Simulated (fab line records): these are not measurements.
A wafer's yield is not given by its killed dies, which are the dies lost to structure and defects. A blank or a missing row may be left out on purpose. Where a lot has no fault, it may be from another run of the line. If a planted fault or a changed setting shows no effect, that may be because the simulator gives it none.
fab line records ; flow nand_harc
[record] lots = 7; wafers = 21; last_day = 33
route steps=1302 shown P_M0@280 P_M1@285 END@1302
lots that met no fault: from a run of the same line without faults
start_h: hours from the record's opening day to when the first of the lot's shown wafers began ; wait_h: hours from the lot's prior step to this one ; " repeats the value in the row above ; L1.1+2: several wafers, shown together as one row ; - no value present, or no start provided ; * or withheld: withheld ; < > ~ a bound
route shown NAME@n: NAME is a module with steps in the file, n the number in the route of the first one ; usual: mean and standard deviation over wafers with no fault ; same: alike in all rows ; chamber/n: place in a boat ; sites: readings site by site ; _std_site: their standard deviation ; _edge_site: the outer-site mean with the inner-site mean subtracted ; radius_mm: how far each site lies from the wafer's centre ; mask NAME#n: copy n ; behind: the tool/chamber that last shaped the wafer ; hold: why the lot went on hold/how many hours it stayed there/how the hold came to an end ; device: the transistor (n, p or np) that didn't switch ; end of line: tests of these same wafers at the route's end ; where a step has no rows: the recipe by itself ; killed: dies lost to structure and defects at the first sort, not the wafer's yield ; map: dies across one wafer; x = killed, . = not, _ = none there
set.NAME: the setting that was run; set.NAME@STEP: the one run at that earlier step ; model.NAME: the simulator's own value behind a step, which no gauge read
lots seen at some steps along the route; tables by step, rows by wafer
services: the hour from which a tool's chamber was out of use, counted from the record's first day as start_h (under 0 if before that day), plus the number of hours and why
[[steps]]
[step NHARC_P_M0_SRD_25]
[step NHARC_P_M0_INSPECT_27]
[usual] raw_defect_count = 323/120
lot.wafer;tool;chamber;start_h;wait_h;raw_defect_count
L981.1;defect_inspect-02;-;152.41;0.0;167
L981.4;defect_inspect-02;-;152.41;0.0;361
L981.6;defect_inspect-02;-;152.41;0.0;238
L982.3;defect_inspect-01;-;162.13;0.0;320
L982.4;defect_inspect-01;-;162.13;0.0;423
L982.6;defect_inspect-01;-;162.13;0.0;476
L986.1;defect_inspect-02;-;207.01;0.0;254
L986.2;defect_inspect-02;-;207.01;0.0;293
L986.6;defect_inspect-02;-;207.01;0.0;340
L987.1;defect_inspect-01;-;212.40;0.0;131
L987.3;defect_inspect-01;-;212.40;0.0;213
L987.5;defect_inspect-01;-;212.40;0.0;273
L991.1;defect_inspect-01;-;253.59;0.0;687
L991.3;defect_inspect-01;-;253.59;0.0;597
L991.4;defect_inspect-01;-;253.59;0.0;322
L995.1;defect_inspect-02;-;298.98;0.0;414
L995.4;defect_inspect-02;-;298.98;0.0;489
L995.5;defect_inspect-02;-;298.98;0.0;272
L100.1;defect_inspect-01;-;360.46;0.0;338
L100.2;defect_inspect-01;-;360.46;0.0;276
L100.4;defect_inspect-01;-;360.46;0.0;297
[step NHARC_P_M0_PRE_CLEAN_31]
[recipe] time_s = 12; temp_c = 370; rf_power_w = 300; gas = NH3
[usual] heater_power_w = 605/74
lot.wafer;tool;chamber;start_h;wait_h;heater_power_w
L981.1;pecvd-01;0;152.49;0.1;589
L981.6;pecvd-01;2;152.49;0.1;518
L981.4;pecvd-01;1;152.49;0.1;636
L982.3;pecvd-03;1;162.19;0.1;700
L982.4;pecvd-03;1;162.19;0.1;706
L982.6;pecvd-03;2;162.19;0.1;474
L986.1;pecvd-03;1;207.08;0.1;770
L986.2;pecvd-03;0;207.08;0.1;689
L986.6;pecvd-03;1;207.08;0.1;755
L987.3;pecvd-01;0;212.47;0.1;574
L987.1;pecvd-01;2;212.47;0.1;566
L987.5;pecvd-01;2;212.47;0.1;559
L991.1;pecvd-04;2;253.66;0.1;615
L991.3;pecvd-04;0;253.66;0.1;554
L991.4;pecvd-04;1;253.66;0.1;751
L995.1;pecvd-04;1;299.08;0.1;731
L995.5;pecvd-04;2;299.08;0.1;624
L995.4;pecvd-04;1;299.08;0.1;725
L100.1;pecvd-03;2;360.72;0.3;501
L100.2;pecvd-03;2;360.72;0.3;517
L100.4;pecvd-03;2;360.72;0.3;524
[step NHARC_P_M0_DEP_32]
[recipe] target_thk_a = 300; temp_c = 370; target_thk_nm = 30; pressure_torr = 3; flow_sccm = 200; rf_w = 450; material = SiCN
[usual] heater_power_w = 551/76
lot.wafer;tool;chamber;start_h;wait_h;heater_power_w
L981.1;pecvd-01;0;152.60;0.1;592
L981.6;pecvd-01;2;152.60;0.1;477
L981.4;pecvd-01;1;152.60;0.1;611
L982.3;pecvd-03;1;162.27;0.1;656
L982.4;pecvd-03;1;162.27;0.1;639
L982.6;pecvd-03;2;162.27;0.1;508
L986.1;pecvd-03;1;207.16;0.1;764
L986.2;pecvd-03;0;207.16;0.1;627
L986.6;pecvd-03;1;207.16;0.1;729
L987.3;pecvd-01;0;212.55;0.1;518
L987.1;pecvd-01;2;212.55;0.1;486
L987.5;pecvd-01;2;212.55;0.1;511
L991.1;pecvd-04;2;253.74;0.1;475
L991.3;pecvd-04;0;253.74;0.1;471
L991.4;pecvd-04;1;253.74;0.1;658
L995.1;pecvd-04;1;299.21;0.1;660
L995.5;pecvd-04;2;299.21;0.1;569
L995.4;pecvd-04;1;299.21;0.1;647
L100.1;pecvd-03;2;360.96;0.2;435
L100.2;pecvd-03;2;360.96;0.2;440
L100.4;pecvd-03;2;360.96;0.2;430
[step NHARC_P_M1_DEP_00]
[recipe] target_thk_a = 1825; target_thk_nm = 182.5; temp_c = withheld; pressure_torr = 5; flow_sccm = 200; rf_w = 600; material = SiOC
[step NHARC_P_M1_DEHYDRATE_01]
[recipe] temp_c = 150; time_s = 120
[step NHARC_P_M1_HMDS_02]
[recipe] time_s = 30
[step NHARC_P_M1_COAT_34]
[recipe] temp_c = 200; time_s = 65
[step NHARC_P_M1_COAT_03]
[recipe] spin_rpm = 1500; resist_thk_nm = 90
[step NHARC_P_M1_SOFTBAKE_04]
[recipe] temp_c = 105; time_s = 55
[step NHARC_P_M1_EBR_05]
[step NHARC_P_M1_EXPOSE_06]
[recipe] na = 1.35; target_cd_nm = 130; dose_mj = 81.88; mask_id = P_M1
lot.wafer;tool;chamber;start_h;wait_h;mask;model.P_M1.overlay_x_nm
L981.1+4+6;arfi_scanner-03;0;153.66;-;P_M1#0;-1.16
L982.3+4+6;arfi_scanner-01;0;163.39;-;P_M1#0;-0.2267
L986.1+2+6;arfi_scanner-01;0;208.27;-;P_M1#0;-0.7395
L987.1+3+5;arfi_scanner-03;0;213.65;-;P_M1#0;9.289
L991.1+3+4;arfi_scanner-03;0;254.84;-;P_M1#0;10.72
L995.1+4+5;arfi_scanner-03;0;300.24;-;P_M1#0;12.09
L100.1+2+4;arfi_scanner-02;0;363.10;-;P_M1#0;0.3954
[step NHARC_P_M1_PEB_07]
[recipe] peb_temp_c = 100; peb_time_s = 65
[step NHARC_P_M1_DEVELOP_08]
[recipe] develop_time_s = 35; dev_temp_c = 23
[step NHARC_P_M1_CD_MEAS_09]
[recipe] target_cd_nm = 130; landing_energy_ev = 500
[usual] cd_nm = 130.3/0.68
lot.wafer;tool;chamber;start_h;wait_h;cd_nm
L981.1;cd_sem-01;0;153.80;-;129.4
L981.4;cd_sem-01;0;153.80;-;130.2
L981.6;cd_sem-01;0;153.80;-;130.8
L982.3;cd_sem-01;0;163.52;-;131.1
L982.4;cd_sem-01;0;163.52;-;130.3
L982.6;cd_sem-01;0;163.52;-;130.5
L986.1;cd_sem-02;0;208.40;-;129.7
L986.2;cd_sem-02;0;208.40;-;129.9
L986.6;cd_sem-02;0;208.40;-;129.2
L987.1;cd_sem-02;0;213.79;-;129.5
L987.3;cd_sem-02;0;213.79;-;130.1
L987.5;cd_sem-02;0;213.79;-;128.7
L991.1;cd_sem-02;0;254.98;-;129.5
L991.3;cd_sem-02;0;254.98;-;128.9
L991.4;cd_sem-02;0;254.98;-;130.1
L995.1;cd_sem-03;0;300.38;-;130.6
L995.4;cd_sem-03;0;300.38;-;130.3
L995.5;cd_sem-03;0;300.38;-;130.2
L100.1;cd_sem-03;0;363.24;-;130.0
L100.2;cd_sem-03;0;363.24;-;130.2
L100.4;cd_sem-03;0;363.24;-;129.5
[step NHARC_P_M1_OVL_MEAS_10]
[recipe] pitch_nm = 260
[usual] overlay_x_nm = 0.2/0.79; overlay_y_nm = 0.0/0.97
lot.wafer;tool;chamber;start_h;wait_h;hold;overlay_x_nm;overlay_y_nm
L981.1;overlay-01;-;153.89;-;-;-1.0;0.4
L981.4;overlay-01;-;153.89;-;-;-0.7;0.1
L981.6;overlay-01;-;153.89;-;-;-1.1;0.4
L982.3;overlay-01;-;163.60;-;-;-0.1;0.1
L982.4;overlay-01;-;163.60;-;-;-0.2;0.0
L982.6;overlay-01;-;163.60;-;-;-0.5;-0.1
L986.1;overlay-01;-;208.49;-;-;-1.1;-1.5
L986.2;overlay-01;-;208.49;-;-;-0.7;-1.0
L986.6;overlay-01;-;208.49;-;-;-1.0;-1.0
L987.1;overlay-02;-;213.88;-;await_dispo/0.2h/release;9.4;0.4
L987.3;overlay-02;-;213.88;-;await_dispo/0.2h/release;9.3;0.9
L987.5;overlay-02;-;213.88;-;await_dispo/0.2h/release;9.2;1.1
L987.1;overlay-02;-;214.05;0.2;-;9.5;0.9
L987.3;overlay-02;-;214.05;0.2;-;9.3;0.8
L987.5;overlay-02;-;214.05;0.2;-;9.3;1.1
L991.1;overlay-01;-;255.07;-;await_dispo/0.2h/release;10.7;1.6
L991.3;overlay-01;-;255.07;-;await_dispo/0.2h/release;10.2;2.0
L991.4;overlay-01;-;255.07;-;await_dispo/0.2h/release;10.6;1.1
L991.1;overlay-01;-;255.24;0.2;-;11.0;1.2
L991.3;overlay-01;-;255.24;0.2;-;10.7;1.3
L991.4;overlay-01;-;255.24;0.2;-;9.9;1.5
L995.1;overlay-02;-;300.46;-;await_dispo/0.2h/release;12.3;-0.9
L995.4;overlay-02;-;300.46;-;await_dispo/0.2h/release;12.3;-0.5
L995.5;overlay-02;-;300.46;-;await_dispo/0.2h/release;12.2;-1.4
L995.1;overlay-02;-;300.64;0.2;-;12.4;-0.9
L995.4;overlay-02;-;300.64;0.2;-;12.1;-1.2
L995.5;overlay-02;-;300.64;0.2;-;11.9;-0.8
L100.1;overlay-02;-;363.33;-;-;0.5;1.6
L100.2;overlay-02;-;363.33;-;-;0.3;1.4
L100.4;overlay-02;-;363.33;-;-;0.4;1.7
[step NHARC_P_M1_INSPECT_11]
[usual] raw_defect_count = 5.0/2.9
lot.wafer;tool;chamber;start_h;wait_h;hold;raw_defect_count
L981.1;defect_inspect-01;-;153.92;0.0;-;6
L981.4;defect_inspect-01;-;153.92;0.0;-;10
L981.6;defect_inspect-01;-;153.92;0.0;-;11
L982.3;defect_inspect-02;-;163.64;0.0;-;9
L982.4;defect_inspect-02;-;163.64;0.0;-;6
L982.6;defect_inspect-02;-;163.64;0.0;-;8
L986.1;defect_inspect-01;-;208.53;0.0;-;6
L986.2;defect_inspect-01;-;208.53;0.0;-;5
L986.6;defect_inspect-01;-;208.53;0.0;-;6
L987.1;defect_inspect-01;-;220.47;6.4;await_dispo/6.4h/release;1
L987.3;defect_inspect-01;-;220.47;6.4;await_dispo/6.4h/release;8
L987.5;defect_inspect-01;-;220.47;6.4;await_dispo/6.4h/release;4
L991.1;defect_inspect-02;-;259.97;4.7;await_dispo/4.7h/release;5
L991.3;defect_inspect-02;-;259.97;4.7;await_dispo/4.7h/release;7
L991.4;defect_inspect-02;-;259.97;4.7;await_dispo/4.7h/release;9
L995.1;defect_inspect-01;-;306.69;6.1;await_dispo/6.0h/release;2
L995.4;defect_inspect-01;-;306.69;6.1;await_dispo/6.0h/release;5
L995.5;defect_inspect-01;-;306.69;6.1;await_dispo/6.0h/release;1
L100.1;defect_inspect-02;-;363.36;0.0;-;7
L100.2;defect_inspect-02;-;363.36;0.0;-;6
L100.4;defect_inspect-02;-;363.36;0.0;-;8
[step NHARC_END_SORT_01]
[recipe] temp_c = 25
[usual] defect_limited_yield = 90.9/2.7; killed_at_array = 57/19; killed_at_other = 0.9/1.1; killed_at_periphery = 4.0/2.6; killed_dies = 62/19; killed_open = 3.3/1.8; killed_short = 2.4/1.7
[same] gross_dies = 677
lot.wafer;tool;chamber;start_h;wait_h;defect_limited_yield[%];killed_at_array;killed_at_other;killed_at_periphery;killed_dies;killed_open;killed_short
L982.3;prober-01;0;600.71;3.1;91.1;55;0;5;60;2;4
L982.4;prober-01;0;601.51;3.4;93.5;39;0;5;44;3;1
L982.6;prober-01;0;603.10;4.0;91.4;50;0;8;58;3;2
L986.1;prober-01;0;635.19;2.5;91.0;59;0;2;61;4;3
L986.2;prober-01;0;635.99;2.8;92.9;46;0;2;48;4;1
L986.6;prober-01;0;639.19;4.0;92.8;46;0;3;49;2;1
L991.1;prober-01;0;686.90;2.5;90.5;63;0;1;64;4;3
L991.3;prober-01;0;688.49;3.1;92.5;47;1;3;51;1;1
L991.4;prober-01;0;689.28;3.4;90.3;62;0;4;66;2;2
// killed by level:class
L982.3 A_CHANNEL_HOLE_D1:chamber_film_flake=28 A_CHANNEL_HOLE_D2:chamber_film_flake=16 A_CHANNEL_FILL_D1:chamber_film_flake=3 A_CHANNEL_FILL_D2:chamber_film_flake=2 P_CONTACT:geometric_particle:open=1 P_M2:geometric_particle:open=1 P_M2:geometric_particle:short=1 A_DECK1_JOINT:geometric_particle:short=1
L982.4 A_CHANNEL_HOLE_D1:chamber_film_flake=24 A_CHANNEL_HOLE_D2:chamber_film_flake=10 P_STI:chamber_film_flake=2 P_CONTACT:geometric_particle:open=1 A_SOURCE_PLATE:geometric_particle:short=1 A_CHANNEL_FILL_D2:geometric_particle:open=1 A_BLC:geometric_particle:open=1 P_ZERO_WELL:chamber_film_flake=1
L982.6 A_CHANNEL_HOLE_D1:chamber_film_flake=33 A_CHANNEL_HOLE_D2:chamber_film_flake=12 P_ZERO_WELL:chamber_film_flake=3 P_STI:chamber_film_flake=3 A_ONON_D2:geometric_particle:short=2 P_M0:geometric_particle:open=1 A_ONON_D2:geometric_particle:open=1 A_M0:geometric_particle:open=1
L986.1 A_CHANNEL_HOLE_D2:chamber_film_flake=31 A_CHANNEL_HOLE_D1:chamber_film_flake=12 A_BLC:chamber_film_flake=3 P_M1:geometric_particle:short=2 A_CHANNEL_FILL_D1:chamber_film_flake=2 A_CONTACT:chamber_film_flake=2 A_CHANNEL_HOLE_D1:geometric_particle:open=1 A_DECK1_JOINT:geometric_particle:open=1
L986.2 A_CHANNEL_HOLE_D2:chamber_film_flake=22 A_BLC:chamber_film_flake=8 A_CHANNEL_HOLE_D1:chamber_film_flake=5 A_STAIRCASE:chamber_film_flake=2 A_CONTACT:chamber_film_flake=2 P_GATE:geometric_particle:open=1 A_CHANNEL_HOLE_D1:geometric_particle:short=1 A_CHANNEL_FILL_D1:geometric_particle:open=1
L986.6 A_CHANNEL_HOLE_D2:chamber_film_flake=28 A_CHANNEL_HOLE_D1:chamber_film_flake=5 A_BLC:chamber_film_flake=3 A_DECK1_JOINT:chamber_film_flake=2 P_GATE:chamber_film_flake=2 A_CONTACT:chamber_film_flake=2 A_DECK1_JOINT:geometric_particle:open=1 A_SGD_CUT:geometric_particle:short=1
L991.1 A_CHANNEL_HOLE_D1:chamber_film_flake=26 A_SLIT:chamber_film_flake=25 A_STAIRCASE:chamber_film_flake=3 A_WL_FILL:chamber_film_flake=2 P_GATE:geometric_particle:open=1 A_SOURCE_PLATE:geometric_particle:open=1 A_CHANNEL_FILL_D1:geometric_particle:short=1 A_DECK1_JOINT:geometric_particle:open=1
L991.3 A_CHANNEL_HOLE_D1:chamber_film_flake=25 A_SLIT:chamber_film_flake=16 P_GATE:chamber_film_flake=2 A_STAIRCASE:chamber_film_flake=2 A_ONON_D1:geometric_particle:open=1 A_CHANNEL_HOLE_D2:geometric_particle:short=1 P_M1:chamber_film_flake=1 A_CHANNEL_HOLE_D2:chamber_film_flake=1
L991.4 A_CHANNEL_HOLE_D1:chamber_film_flake=26 A_SLIT:chamber_film_flake=25 A_BLC:geometric_particle:short=2 A_ZERO_WELL:chamber_film_flake=2 A_STAIRCASE:chamber_film_flake=2 A_WL_FILL:chamber_film_flake=2 A_CONTACT:chamber_film_flake=2 P_M2:geometric_particle:open=1
[[services]]
tool;chamber;start_h;hours;kind
pecvd-01;-;130.00;13.0;pm
arfi_scanner-02;-;138.80;0.7;repair
arfi_scanner-02;-;140.00;4.0;pm
arfi_scanner-03;-;182.88;0.5;repair
pecvd-03;-;185.18;13.0;pm
pecvd-03;0;185.18;13.0;vent_cycle
pecvd-03;1;185.18;13.0;vent_cycle
arfi_scanner-03;-;196.00;4.0;pm
pecvd-01;-;216.90;0.4;repair
pecvd-04;-;218.42;5.1;repair
arfi_scanner-01;-;226.47;11.8;repair
arfi_scanner-01;-;252.02;4.0;pm
arfi_scanner-01;-;261.79;0.6;repair
pecvd-04;-;274.05;13.0;pm
arfi_scanner-01;-;280.52;0.8;repair
arfi_scanner-01;-;285.25;1.6;repair
arfi_scanner-03;-;289.33;1.4;repair
arfi_scanner-02;-;291.97;33.3;repair
pecvd-01;-;311.00;13.0;pm
arfi_scanner-02;-;325.27;4.0;pm
pecvd-03;1;339.70;24.6;repair
arfi_scanner-02;-;342.48;0.2;repair
pecvd-01;0;354.38;8.9;repair
pecvd-03;0;355.18;8.6;repair
[[key]]
[first_sign] step = NHARC_P_M1_OVL_MEAS_10; reading = visit; direction = added
[effect] step = NHARC_P_M1_OVL_MEAS_10; reading = overlay_x_nm; direction = up; sigmas = 13; usual = 0.2; struck = 10.7
[model_effect] step = NHARC_P_M1_EXPOSE_06; value = P_M1.overlay_x_nm; without = -0.02125; struck = 10.7
met_at NHARC_P_M1_EXPOSE_06
struck_wafers L987.1,L987.3,L987.5,L991.1,L991.3,L991.4,L995.1,L995.4,L995.5
onset_between 153.66 213.65
[fault] kind = scanner_matching_overlay; tool = arfi_scanner-03; chamber = -; onset_h = 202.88; steps = NHARC_P_M1_EXPOSE_06; offset = 10.723
